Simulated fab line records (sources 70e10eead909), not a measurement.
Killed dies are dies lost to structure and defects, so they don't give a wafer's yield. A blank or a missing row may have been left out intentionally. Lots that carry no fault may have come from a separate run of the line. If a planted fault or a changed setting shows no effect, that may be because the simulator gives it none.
Which tool did it? ; flow nand_harc ; at 1 step of a route of 1159, 24 lots with 72 wafers sampled

== WHAT THE GAUGES SHOWED, per wafer ==
NHARC_A_CHANNEL_HOLE_D1_INSPECT_12. Usual: raw_defect_count 5.1, standard deviation 2.7.
lot;measured;on;raw_defect_count;flag
L074;day 8 08:10;defect_inspect-01;3 4 3;
L075;day 8 08:58;defect_inspect-01;10 1 9;
L076;day 9 00:28;defect_inspect-01;2 2 3;
L077;day 9 00:55;defect_inspect-02;2 7 4;
L078;day 9 13:59;defect_inspect-02;4 6 2;
L079;day 9 14:16;defect_inspect-02;9 7 7;
L080;day 9 14:26;defect_inspect-02;5 5 2;
L081;day 9 22:53;defect_inspect-02;6 9 11;
L082;day 10 06:04;defect_inspect-01;5 7 5;
L083;day 10 14:59;defect_inspect-01;1 3 4;
L084;day 10 20:23;defect_inspect-01;12 5 8;
L086;day 11 14:32;defect_inspect-02;7 6 12;
L087;day 11 14:58;defect_inspect-02;4 4 4;
L085;day 11 15:49;defect_inspect-02;8 4 3;
L089;day 12 04:58;defect_inspect-02;8 8 6;
L088;day 12 05:07;defect_inspect-02;6 5 8;
L090;day 12 15:43;defect_inspect-02;6 5 6;
L091;day 12 16:02;defect_inspect-02;4 6 1;
L093;day 12 16:12;defect_inspect-02;4 8 3;
L092;day 12 17:49;defect_inspect-02;4 5 7;
L095;day 13 04:51;defect_inspect-02;6 7 2;
L094;day 13 05:58;defect_inspect-01;17 9 3;
L096;day 13 15:23;defect_inspect-01;3 2 3;
L097;day 14 01:16;defect_inspect-01;5 5 6;

== WHAT TOOL EACH LOT RAN ON (gives the tool, then ch and the chambers of the sampled wafers, and finally the start) ==
The record holds no process step before these readings.

== AS READ BY THE TOOLS THEMSELVES (means over the sampled wafers that have a number; for cases with no such wafer, the mark the record gives instead) ==
The record holds no such reading with a usual standard deviation.

== THE ANSWER, worked out from the rows above alone ==
Rule: a lot is off if the mean of its wafers that have a number lies more than 3 standard deviations from the usual mean. Also off: a lot with no number at a reading for which 4 or more lots have one. The other lots that the step has rows for count as sound. First the gauges in route order, then the tools' own readings, where a lot's mean is used as printed above. The first step at which some lot is off is used, and at that step the reading that is off furthest; a lot without a number counts as furthest.
None of the lots is off at any reading shown; this tells nothing.

== WHAT WAS PUT IN BY THE SIMULATOR ==
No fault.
